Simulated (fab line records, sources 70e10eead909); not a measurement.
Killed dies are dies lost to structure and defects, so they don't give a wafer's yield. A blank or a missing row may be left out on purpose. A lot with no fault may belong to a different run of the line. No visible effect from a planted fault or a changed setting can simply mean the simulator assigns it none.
fab line records	flow nandHarc
[record] lots = 24	wafers = 72	lastDay = 34
route steps=1302 shown A_CONTACT@1094 A_BLC@1124
lots with no fault: from the same line, run without faults
startH: start of the lot's first displayed wafer, in hours after the record's first day	waitH: hours from the lot's prior step to this one	" the same as in the row above	L1.1+2: several wafers, shown together as one row	- either no value or no given start	* or withheld: withheld	< > ~ a bound
route shown NAME@n: a module of which the file shows steps, and the number in the route of the first	usual: average and standard deviation across the fault-free wafers	same: alike in all rows	chamber/n: place in a boat	sites: readings site by site	_std_site: standard deviation across them	_edge_site: inner sites' mean taken away from outer sites' mean	radiusMm: how far each site lies from the wafer's centre	mask NAME#n: copy n	behind: the most recent tool/chamber to have shaped the wafer	hold: reason for holding the lot/hours on hold/outcome of the hold	device: which transistor (n, p or np) failed to switch	end of line: the route-end tests of the same wafers	a step without rows: its recipe alone	killed: count of dies lost to structure and defects at first sort (not the wafer's yield)	map: per-die view of a wafer (x killed, . not killed, _ where there is no die)
set.NAME: the setting that was run; set.NAME@STEP: the one run at that earlier step	model.NAME: the simulator's own value behind a step, which no gauge read
one table for each step of the route and one row for each wafer, over a sample of lots
services: from which hour (startH, from the record's first day; less than 0 if before it) a tool's chamber was out of use, for how many hours, and why
[[steps]]
[step NHARC_A_CONTACT_CD_MEAS_15]
[usual] cdNm = 190.0/0.57
lot.wafer	tool	chamber	startH	waitH	cdNm
L077.4	cdSem-03	-	535.10	-	189.9
L077.5	"	-	"	"	189.7
L077.6	"	-	"	"	190.2
L074.1	cdSem-02	-	538.15	-	189.9
L074.4	"	-	"	"	190.1
L074.6	"	-	"	"	190.0
L075.2	cdSem-01	-	545.14	-	190.5
L075.5	"	-	"	"	190.2
L075.6	"	-	"	"	189.8
L076.1	cdSem-03	-	550.37	-	189.7
L076.2	"	-	"	"	189.2
L076.5	"	-	"	"	190.0
L078.3	cdSem-01	-	566.52	-	191.2
L078.5	"	-	"	"	189.9
L078.6	"	-	"	"	189.9
L079.2	cdSem-02	-	570.42	-	189.9
L079.4	"	-	"	"	189.6
L079.5	"	-	"	"	190.0
L081.2	cdSem-03	-	577.35	-	189.4
L081.5	"	-	"	"	190.2
L081.6	"	-	"	"	190.1
L080.4	cdSem-01	-	579.46	-	190.4
L080.5	"	-	"	"	190.3
L080.6	"	-	"	"	190.0
L082.1	cdSem-03	-	606.86	-	189.9
L082.2	"	-	"	"	189.2
L082.4	"	-	"	"	189.4
L083.1	cdSem-03	-	622.43	-	191.2
L083.2	"	-	"	"	190.7
L083.3	"	-	"	"	191.6
L084.2	cdSem-03	-	622.78	-	189.9
L084.3	"	-	"	"	191.3
L084.6	"	-	"	"	190.1
L085.1	cdSem-01	-	629.29	-	190.6
L085.3	"	-	"	"	190.7
L085.4	"	-	"	"	191.2
L086.1	cdSem-01	-	634.53	-	189.2
L086.2	"	-	"	"	189.1
L086.5	"	-	"	"	189.0
L087.1	cdSem-01	-	638.23	-	190.3
L087.5	"	-	"	"	190.3
L087.6	"	-	"	"	189.7
L089.2	cdSem-02	-	659.20	-	190.1
L089.4	"	-	"	"	189.8
L089.6	"	-	"	"	189.4
L088.1	cdSem-03	-	660.65	-	191.3
L088.5	"	-	"	"	191.4
L088.6	"	-	"	"	189.8
L090.1	cdSem-02	-	695.66	-	189.7
L090.4	"	-	"	"	189.4
L090.5	"	-	"	"	189.9
L092.1	cdSem-03	-	702.99	-	190.1
L092.3	"	-	"	"	189.4
L092.4	"	-	"	"	188.8
L091.1	cdSem-02	-	704.45	-	190.0
L091.2	"	-	"	"	190.0
L091.3	"	-	"	"	189.8
L093.1	cdSem-01	-	707.25	-	189.7
L093.2	"	-	"	"	190.9
L093.4	"	-	"	"	190.5
L094.1	cdSem-01	-	711.82	-	190.2
L094.2	"	-	"	"	189.9
L094.5	"	-	"	"	189.4
L095.3	cdSem-03	-	736.17	-	190.0
L095.4	"	-	"	"	190.5
L095.6	"	-	"	"	189.9
L097.2	cdSem-01	-	748.08	-	190.5
L097.5	"	-	"	"	189.9
L097.6	"	-	"	"	189.4
L096.1	cdSem-02	-	759.26	-	190.3
L096.2	"	-	"	"	189.0
L096.6	"	-	"	"	189.3
[step NHARC_A_CONTACT_ALD_18]
[recipe] targetThkA = 30	pulseTimeS = 1	aldCycles = 150	tempC = 450	material = TiN
[usual] heaterPowerW = 1092/140	precursorPulseHeightRel = 0.998/0.019	susceptorTempC = 450.04/0.22
lot.wafer	tool	chamber	startH	waitH	heaterPowerW	precursorPulseHeightRel	susceptorTempC
L077.4	aldMetal-02	2	536.63	-	1286	1.024	449.85
L077.5	"	3	"	"	1098	1.001	450.08
L077.6	"	2	"	"	1256	0.989	450.26
L074.4	aldMetal-03	0	539.11	-	1179	0.971	449.90
L074.1	"	1	"	"	1162	0.979	449.75
L074.6	"	3	"	"	914	1.026	449.83
L075.2	aldMetal-03	3	546.34	-	940	0.992	449.85
L075.5	"	2	"	"	968	0.989	449.86
L075.6	"	3	"	"	936	0.989	450.01
L076.2	aldMetal-02	0	551.34	-	922	1.012	450.15
L076.1	"	1	"	"	1351	1.014	449.89
L076.5	"	3	"	"	1097	1.002	450.40
L078.3	aldMetal-02	2	567.46	-	1289	0.965	450.05
L078.5	"	2	"	"	1285	1.018	450.20
L078.6	"	3	"	"	1105	1.042	449.79
L079.4	aldMetal-04	2	571.37	-	956	0.978	450.41
L079.2	"	3	"	"	1021	0.983	450.12
L079.5	"	2	"	"	940	0.987	450.39
L081.2	aldMetal-03	2	578.38	-	930	0.989	-
L081.5	"	0	"	"	1220	1.003	-
L081.6	"	1	"	"	1098	0.991	-
L080.4	aldMetal-02	1	580.44	-	1336	1.032	450.25
L080.5	"	2	"	"	1292	0.987	450.12
L080.6	"	3	"	"	1090	1.020	449.94
L082.1	aldMetal-03	0	607.80	-	1243	0.989	-
L082.2	"	1	"	"	1082	0.991	-
L082.4	"	2	"	"	900	0.981	-
L083.2	aldMetal-02	2	623.66	-	1252	0.996	449.99
L083.1	"	3	"	"	1113	1.034	450.35
L083.3	"	0	"	"	934	0.993	450.11
L084.2	aldMetal-04	0	623.95	-	1006	0.981	450.17
L084.3	"	1	"	"	1161	1.025	450.10
L084.6	"	2	"	"	947	1.000	450.20
L085.1	aldMetal-03	3	630.25	-	958	0.985	449.85
L085.3	"	0	"	"	1219	1.007	450.03
L085.4	"	1	"	"	1099	0.991	450.10
L086.2	aldMetal-02	3	635.49	-	1123	1.011	449.64
L086.1	"	1	"	"	1312	1.024	449.87
L086.5	"	2	"	"	1204	0.997	450.40
L087.1	aldMetal-04	2	639.17	-	923	1.017	450.29
L087.5	"	2	"	"	930	0.997	449.77
L087.6	"	2	"	"	920	1.016	450.07
L089.4	aldMetal-03	2	660.14	-	923	1.014	450.27
L089.2	"	1	"	"	1119	0.969	450.11
L089.6	"	2	"	"	929	0.970	450.08
L088.1	aldMetal-02	0	661.66	-	920	1.013	449.92
L088.6	"	1	"	"	1295	0.992	450.04
L088.5	"	2	"	"	1272	1.011	450.41
L090.1	aldMetal-03	1	696.69	-	1100	1.021	450.32
L090.4	"	2	"	"	904	0.985	449.72
L090.5	"	0	"	"	1242	0.996	449.69
L092.3	aldMetal-04	0	704.04	-	1001	1.013	450.38
L092.1	"	1	"	"	1176	0.985	450.25
L092.4	"	2	"	"	868	0.962	450.01
L091.2	aldMetal-03	1	705.68	-	1121	1.007	450.05
L091.1	"	2	"	"	939	1.025	449.62
L091.3	"	0	"	"	1250	1.016	450.35
L093.4	aldMetal-02	2	708.26	-	1258	0.994	450.36
L093.2	"	3	"	"	1130	0.986	450.17
L093.1	"	0	"	"	892	1.008	449.77
L094.2	aldMetal-03	2	712.76	-	918	0.989	449.68
L094.1	"	1	"	"	1072	1.009	449.98
L094.5	"	1	"	"	1094	0.971	449.77
L095.3	aldMetal-03	2	737.13	-	913	1.014	449.66
L095.4	"	1	"	"	1105	0.983	449.91
L095.6	"	0	"	"	1230	1.002	450.00
L097.2	aldMetal-02	1	749.13	-	1317	0.973	450.10
L097.6	"	0	"	"	939	0.978	449.99
L097.5	"	1	"	"	1314	0.996	450.09
L096.1	aldMetal-03	3	760.27	-	921	0.986	450.16
L096.2	"	0	"	"	1151	0.995	450.08
L096.6	"	1	"	"	1057	1.022	449.55
[step NHARC_A_BLC_CD_MEAS_19]
[usual] cdNm = 99.8/2.1
lot.wafer	tool	chamber	startH	waitH	cdNm
L077.4	cdSem-01	-	539.79	-	102.0
L077.5	"	-	"	"	102.9
L077.6	"	-	"	"	97.2
L074.1	cdSem-01	-	542.25	-	98.5
L074.4	"	-	"	"	103.9
L074.6	"	-	"	"	99.2
L075.2	cdSem-01	-	549.56	-	98.5
L075.5	"	-	"	"	102.6
L075.6	"	-	"	"	96.9
L076.1	cdSem-01	-	554.33	-	100.0
L076.2	"	-	"	"	99.9
L076.5	"	-	"	"	101.3
L078.3	cdSem-01	-	570.61	-	99.2
L078.5	"	-	"	"	99.0
L078.6	"	-	"	"	101.7
L079.2	cdSem-01	-	574.51	-	99.7
L079.4	"	-	"	"	101.7
L079.5	"	-	"	"	98.0
L081.2	cdSem-03	-	581.52	-	98.1
L081.5	"	-	"	"	98.3
L081.6	"	-	"	"	100.6
L080.4	cdSem-01	-	583.58	-	99.0
L080.5	"	-	"	"	100.0
L080.6	"	-	"	"	100.2
L082.1	cdSem-03	-	610.94	-	99.0
L082.2	"	-	"	"	103.7
L082.4	"	-	"	"	99.9
L083.1	cdSem-01	-	626.67	-	99.9
L083.2	"	-	"	"	98.8
L083.3	"	-	"	"	99.8
L084.2	cdSem-03	-	627.11	-	97.4
L084.3	"	-	"	"	96.8
L084.6	"	-	"	"	103.1
L085.1	cdSem-03	-	633.25	-	98.5
L085.3	"	-	"	"	99.2
L085.4	"	-	"	"	100.5
L086.1	cdSem-03	-	638.63	-	102.6
L086.2	"	-	"	"	100.3
L086.5	"	-	"	"	102.2
L087.1	cdSem-02	-	643.42	-	99.4
L087.5	"	-	"	"	100.2
L087.6	"	-	"	"	97.4
L089.2	cdSem-03	-	663.34	-	99.1
L089.4	"	-	"	"	93.9
L089.6	"	-	"	"	98.2
L088.1	cdSem-03	-	664.76	-	101.3
L088.5	"	-	"	"	101.5
L088.6	"	-	"	"	99.7
L090.1	cdSem-01	-	699.69	-	100.5
L090.4	"	-	"	"	98.4
L090.5	"	-	"	"	100.4
L092.1	cdSem-02	-	707.06	-	97.2
L092.3	"	-	"	"	101.8
L092.4	"	-	"	"	100.6
L091.1	cdSem-02	-	708.85	-	98.4
L091.2	"	-	"	"	99.3
L091.3	"	-	"	"	99.0
L093.1	cdSem-02	-	711.43	-	102.0
L093.2	"	-	"	"	99.8
L093.4	"	-	"	"	99.5
L094.1	cdSem-02	-	715.82	-	100.0
L094.2	"	-	"	"	97.8
L094.5	"	-	"	"	99.7
L095.3	cdSem-03	-	740.28	-	101.2
L095.4	"	-	"	"	102.3
L095.6	"	-	"	"	99.8
L097.2	cdSem-02	-	752.15	-	103.5
L097.5	"	-	"	"	102.0
L097.6	"	-	"	"	102.8
L096.1	cdSem-01	-	763.39	-	99.6
L096.2	"	-	"	"	97.4
L096.6	"	-	"	"	100.0
[step NHARC_A_BLC_STRIP_21]
[recipe] o2FlowSccm = 500	arFlowSccm = 0	biasW = 0	chemistry = O2
[usual] drypumpMotorCurrentA = 5.6/0.51	oesProductAu = 0.999/0.011	rfVppV = 57.6/0.83	showerheadPlenumPTorr = 3.49/0.15	throttleValvePct = 17.037/0.0088
lot.wafer	tool	chamber	startH	waitH	drypumpMotorCurrentA	oesProductAu	rfHoursCounterH	rfVppV	showerheadPlenumPTorr	throttleValvePct
L077.4	rieDiel-11	3	539.99	0.1	6.2	1.004	5	56.4	3.31	17.028
L077.5	"	0	"	"	4.8	0.988	-	58.5	3.59	17.040
L077.6	"	1	"	"	5.2	1.008	-	59.2	3.76	17.046
L074.4	rieDiel-07	0	542.45	0.1	5.8	0.993	16	56.1	3.34	17.037
L074.1	"	1	"	"	5.8	0.989	20	58.2	3.52	17.049
L074.6	"	3	"	"	6.3	0.982	-	57.2	3.55	17.054
L075.2	rieDiel-11	3	549.77	0.1	6.2	0.997	6	58.1	3.31	17.017
L075.6	"	0	"	"	4.8	0.995	-	57.1	3.59	17.031
L075.5	"	1	"	"	5.2	0.996	-	58.4	3.75	17.036
L076.1	rieDiel-11	1	554.53	0.1	5.2	1.001	7	57.9	3.76	17.043
L076.2	"	2	"	"	5.4	0.995	8	57.5	3.48	17.028
L076.5	"	3	"	"	6.2	1.003	-	57.4	3.31	17.049
L078.3	rieDiel-07	3	570.78	0.1	6.2	0.995	17	58.8	3.55	17.030
L078.5	"	3	"	"	6.3	0.994	-	57.0	3.55	17.012
L078.6	"	0	"	"	5.8	0.986	-	56.7	3.34	17.039
L079.4	rieDiel-11	0	574.71	0.1	4.8	0.999	7	59.2	3.59	17.037
L079.2	"	1	"	"	5.2	1.008	9	58.8	3.75	17.040
L079.5	"	2	"	"	5.5	1.005	-	57.9	3.48	17.037
L081.2	rieDiel-11	1	581.72	0.1	5.2	0.995	9	58.0	3.75	17.036
L081.6	"	3	"	"	6.2	0.995	-	58.0	3.31	17.017
L081.5	"	0	"	"	4.8	0.986	-	56.3	3.59	17.046
L080.4	rieDiel-11	2	583.82	0.1	5.4	1.001	10	57.8	3.48	17.026
L080.6	"	3	"	"	6.2	1.008	-	57.2	3.31	17.044
L080.5	"	0	"	"	4.8	0.992	-	57.5	3.59	17.039
L082.1	rieDiel-07	2	611.12	0.1	5.9	1.010	41	57.5	3.29	17.023
L082.4	"	3	"	"	6.3	0.986	31	58.3	3.54	17.029
L082.2	"	1	"	"	5.8	0.994	40	56.9	3.50	17.036
L083.1	rieDiel-11	2	626.85	0.1	5.4	0.990	0	57.2	3.48	17.026
L083.2	"	3	"	"	6.2	0.998	0	56.2	3.31	17.042
L083.3	"	1	"	"	5.2	1.017	1	59.2	3.75	17.040
L084.3	rieDiel-11	1	627.29	0.1	5.2	1.019	1	57.3	3.75	17.045
L084.2	"	3	"	"	6.2	1.003	0	55.7	3.31	17.043
L084.6	"	2	"	"	5.4	0.994	-	56.0	3.48	17.043
L085.4	rieDiel-07	2	633.43	0.1	6.0	1.002	48	57.0	3.29	17.036
L085.1	"	3	"	"	6.3	0.987	42	58.2	3.53	17.038
L085.3	"	0	"	"	5.8	0.979	48	57.8	3.33	17.040
L086.1	rieDiel-11	3	638.83	0.1	6.2	1.008	2	56.6	3.31	17.053
L086.2	"	0	"	"	4.8	1.019	2	57.1	3.59	17.043
L086.5	"	1	"	"	5.2	1.016	-	58.6	3.75	17.036
L087.1	rieDiel-09	0	643.63	0.1	6.4	1.008	15	57.2	3.39	17.011
L087.6	"	1	"	"	6.1	0.982	-	57.4	3.55	17.026
L087.5	"	2	"	"	6.1	0.987	-	58.5	3.45	17.014
L089.4	rieDiel-09	1	663.52	0.1	6.1	0.995	16	58.6	3.55	17.042
L089.2	"	2	"	"	6.0	0.979	14	56.5	3.45	17.045
L089.6	"	2	"	"	6.0	0.986	-	57.9	3.45	17.037
L088.1	rieDiel-11	2	664.95	0.1	5.5	0.998	3	57.5	3.48	17.032
L088.5	"	1	"	"	5.2	1.009	-	58.4	3.75	17.025
L088.6	"	2	"	"	5.5	0.992	-	58.3	3.48	17.036
L090.4	rieDiel-11	0	699.88	0.1	4.8	0.996	5	56.5	3.59	17.041
L090.1	"	2	"	"	5.4	0.991	4	57.5	3.48	17.027
L090.5	"	3	"	"	6.2	1.011	-	57.4	3.31	17.037
L092.1	rieDiel-11	2	707.24	0.1	5.4	0.990	4	58.6	3.48	17.034
L092.4	"	3	"	"	6.2	1.007	4	56.8	3.31	17.030
L092.3	"	1	"	"	5.1	1.016	5	58.5	3.75	17.032
L091.3	rieDiel-07	1	709.03	0.1	5.8	0.993	14	57.5	3.49	17.038
L091.2	"	2	"	"	5.9	1.014	14	56.2	3.28	17.040
L091.1	"	3	"	"	6.2	0.985	16	57.7	3.52	17.040
L093.2	rieDiel-11	0	711.62	0.1	4.8	1.003	5	56.7	3.59	17.024
L093.1	"	1	"	"	5.2	1.005	5	57.7	3.75	17.038
L093.4	"	2	"	"	5.4	0.994	4	56.8	3.48	17.033
L094.1	rieDiel-11	1	716.00	0.1	5.2	1.007	5	58.5	3.75	17.040
L094.2	"	0	"	"	4.8	1.014	5	57.9	3.59	17.028
L094.5	"	2	"	"	5.4	0.996	-	57.3	3.48	17.034
L095.3	rieDiel-07	1	740.46	0.1	5.8	0.997	24	58.0	3.49	17.052
L095.4	"	2	"	"	5.9	1.015	22	57.5	3.28	17.037
L095.6	"	0	"	"	5.8	0.983	-	58.6	3.31	17.061
L097.2	rieDiel-11	1	752.32	0.1	5.2	1.025	8	58.6	3.75	17.027
L097.6	"	1	"	"	5.2	1.024	-	58.5	3.75	17.045
L097.5	"	2	"	"	5.4	1.000	-	58.9	3.48	17.049
L096.1	rieDiel-09	0	763.57	0.1	6.4	1.015	8	57.8	3.39	17.029
L096.2	"	3	"	"	5.5	0.989	8	57.4	3.30	17.038
L096.6	"	0	"	"	6.4	1.002	-	56.3	3.39	17.040
[step NHARC_A_BLC_DEGAS_30]
[recipe] tempC = 300	timeS = 60
[usual] heaterPowerW = 457/55	susceptorTempC = 300.04/0.16
lot.wafer	tool	chamber	startH	waitH	heaterPowerW	susceptorTempC
L077.4	pvdSputter-02	-	540.41	-	526	300.06
L077.6	"	-	"	"	494	300.02
L077.5	"	-	"	"	481	300.28
L074.1	pvdSputter-03	-	542.86	-	430	300.29
L074.4	"	-	"	"	514	300.00
L074.6	"	-	"	"	435	300.03
L075.2	pvdSputter-02	-	550.22	-	505	299.99
L075.6	"	-	"	"	487	299.76
L075.5	"	-	"	"	448	299.96
L076.2	pvdSputter-01	-	554.97	-	366	299.86
L076.1	"	-	"	"	513	300.02
L076.5	"	-	"	"	505	299.86
L078.3	pvdSputter-02	-	571.25	-	453	299.73
L078.5	"	-	"	"	532	300.09
L078.6	"	-	"	"	497	300.00
L079.2	pvdSputter-02	-	575.16	-	509	300.13
L079.4	"	-	"	"	490	299.90
L079.5	"	-	"	"	537	300.04
L081.2	pvdSputter-02	-	582.12	-	499	300.09
L081.5	"	-	"	"	505	299.99
L081.6	"	-	"	"	484	300.08
L080.4	pvdSputter-03	-	584.22	-	415	300.21
L080.6	"	-	"	"	506	299.98
L080.5	"	-	"	"	397	299.95
L082.2	pvdSputter-02	-	611.54	-	497	299.91
L082.4	"	-	"	"	482	300.13
L082.1	"	-	"	"	454	299.82
L083.2	pvdSputter-01	-	627.26	-	381	-
L083.3	"	-	"	"	508	-
L083.1	"	-	"	"	467	-
L084.3	pvdSputter-02	-	627.72	-	455	300.14
L084.2	"	-	"	"	496	299.92
L084.6	"	-	"	"	443	299.80
L085.3	pvdSputter-01	-	633.86	-	374	300.04
L085.4	"	-	"	"	354	300.36
L085.1	"	-	"	"	518	299.85
L086.1	pvdSputter-01	-	639.24	-	382	300.31
L086.2	"	-	"	"	465	300.09
L086.5	"	-	"	"	357	299.99
L087.1	pvdSputter-03	-	644.04	-	393	299.88
L087.6	"	-	"	"	431	299.88
L087.5	"	-	"	"	499	299.95
L089.2	pvdSputter-03	-	663.94	-	508	300.11
L089.4	"	-	"	"	392	300.11
L089.6	"	-	"	"	514	300.00
L088.1	pvdSputter-01	-	665.38	-	502	-
L088.6	"	-	"	"	471	-
L088.5	"	-	"	"	396	-
L090.1	pvdSputter-01	-	700.30	-	393	299.92
L090.4	"	-	"	"	517	300.12
L090.5	"	-	"	"	392	300.19
L092.3	pvdSputter-01	-	707.66	-	462	299.73
L092.4	"	-	"	"	391	300.46
L092.1	"	-	"	"	504	300.01
L091.1	pvdSputter-01	-	709.44	-	365	300.49
L091.2	"	-	"	"	516	300.26
L091.3	"	-	"	"	459	300.13
L093.2	pvdSputter-01	-	712.03	-	396	-
L093.1	"	-	"	"	365	-
L093.4	"	-	"	"	468	-
L094.1	pvdSputter-02	-	716.42	-	516	300.20
L094.2	"	-	"	"	490	299.85
L094.5	"	-	"	"	517	299.88
L095.3	pvdSputter-02	-	740.87	-	453	300.13
L095.4	"	-	"	"	516	300.14
L095.6	"	-	"	"	515	300.31
L097.2	pvdSputter-01	-	752.75	-	388	300.18
L097.6	"	-	"	"	455	300.13
L097.5	"	-	"	"	392	299.95
L096.1	pvdSputter-03	-	763.99	-	514	-
L096.2	"	-	"	"	402	-
L096.6	"	-	"	"	514	-
[step NHARC_A_BLC_PVD_32]
[recipe] targetThkA = 50	chamberPressurePa = 5	powerW = 5000	substrateTempC = 200	timeS = 17.7	material = Ti
[usual] throttleValvePct = 30.5/1.1
lot.wafer	tool	chamber	startH	waitH	throttleValvePct
L077.4	pvdSputter-02	-	-	-	30.6
L077.6	"	-	"	"	29.5
L077.5	"	-	"	"	30.9
L074.1	pvdSputter-03	-	-	-	30.5
L074.4	"	-	"	"	28.1
L074.6	"	-	"	"	30.4
L075.2	pvdSputter-02	-	-	-	29.4
L075.6	"	-	"	"	30.8
L075.5	"	-	"	"	31.6
L076.1	pvdSputter-01	-	-	-	32.3
L076.2	"	-	"	"	30.4
L076.5	"	-	"	"	30.7
L078.3	pvdSputter-02	-	571.48	0.1	31.2
L078.6	"	-	"	"	29.6
L078.5	"	-	"	"	29.4
L079.4	pvdSputter-02	-	575.38	0.1	29.0
L079.2	"	-	"	"	29.2
L079.5	"	-	"	"	29.5
L081.2	pvdSputter-02	-	-	-	29.4
L081.5	"	-	"	"	29.3
L081.6	"	-	"	"	29.4
L080.4	pvdSputter-03	-	-	-	30.7
L080.6	"	-	"	"	30.5
L080.5	"	-	"	"	30.7
L082.4	pvdSputter-02	-	-	-	31.0
L082.2	"	-	"	"	31.8
L082.1	"	-	"	"	29.4
L083.3	pvdSputter-01	-	-	-	30.2
L083.2	"	-	"	"	31.0
L083.1	"	-	"	"	31.0
L084.3	pvdSputter-02	-	-	-	31.5
L084.2	"	-	"	"	29.0
L084.6	"	-	"	"	29.4
L085.3	pvdSputter-01	-	-	-	30.9
L085.1	"	-	"	"	31.1
L085.4	"	-	"	"	30.0
L086.2	pvdSputter-01	-	-	-	29.9
L086.1	"	-	"	"	32.5
L086.5	"	-	"	"	30.2
L087.1	pvdSputter-03	-	-	-	30.5
L087.6	"	-	"	"	29.5
L087.5	"	-	"	"	30.7
L089.4	pvdSputter-03	-	-	-	28.0
L089.2	"	-	"	"	29.3
L089.6	"	-	"	"	28.1
L088.1	pvdSputter-01	-	-	-	30.6
L088.5	"	-	"	"	30.7
L088.6	"	-	"	"	31.2
L090.1	pvdSputter-01	-	-	-	30.0
L090.4	"	-	"	"	31.4
L090.5	"	-	"	"	32.3
L092.1	pvdSputter-01	-	-	-	30.3
L092.4	"	-	"	"	30.9
L092.3	"	-	"	"	31.5
L091.3	pvdSputter-01	-	-	-	30.0
L091.2	"	-	"	"	30.9
L091.1	"	-	"	"	32.1
L093.2	pvdSputter-01	-	-	-	31.5
L093.4	"	-	"	"	32.5
L093.1	"	-	"	"	30.4
L094.2	pvdSputter-02	-	-	-	29.2
L094.1	"	-	"	"	29.3
L094.5	"	-	"	"	29.3
L095.3	pvdSputter-02	-	-	-	30.8
L095.4	"	-	"	"	29.6
L095.6	"	-	"	"	31.1
L097.2	pvdSputter-01	-	-	-	32.4
L097.5	"	-	"	"	32.3
L097.6	"	-	"	"	30.4
L096.2	pvdSputter-03	-	-	-	29.7
L096.1	"	-	"	"	30.6
L096.6	"	-	"	"	31.3
[[services]]
tool	chamber	startH	hours	kind
aldMetal-02	0	517.17	26.1	repair
pvdSputter-03	-	525.37	1.4	repair
pvdSputter-03	-	526.80	10.0	pm
pvdSputter-03	-	548.73	7.0	repair
aldMetal-03	-	568.00	10.0	pm
rieDiel-11	0	577.44	3.4	repair
pvdSputter-01	-	582.05	10.0	pm
rieDiel-11	1	584.82	2.9	repair
pvdSputter-03	-	585.00	4.6	repair
aldMetal-02	-	589.05	0.7	repair
pvdSputter-01	-	595.80	3.2	repair
rieDiel-11	-	609.50	9.0	pm
aldMetal-02	-	610.00	10.0	pm
rieDiel-11	-	619.78	2.1	repair
aldMetal-03	0	622.85	5.9	repair
pvdSputter-03	-	630.01	9.6	repair
pvdSputter-02	-	638.00	10.0	pm
rieDiel-11	-	651.67	0.1	repair
rieDiel-11	2	678.36	9.3	repair
aldMetal-03	3	689.98	27.3	repair
pvdSputter-03	-	704.80	10.0	pm
aldMetal-03	3	734.51	13.5	repair
aldMetal-03	-	746.00	10.0	pm
pvdSputter-01	-	760.05	10.0	pm
[[key]]
fault none
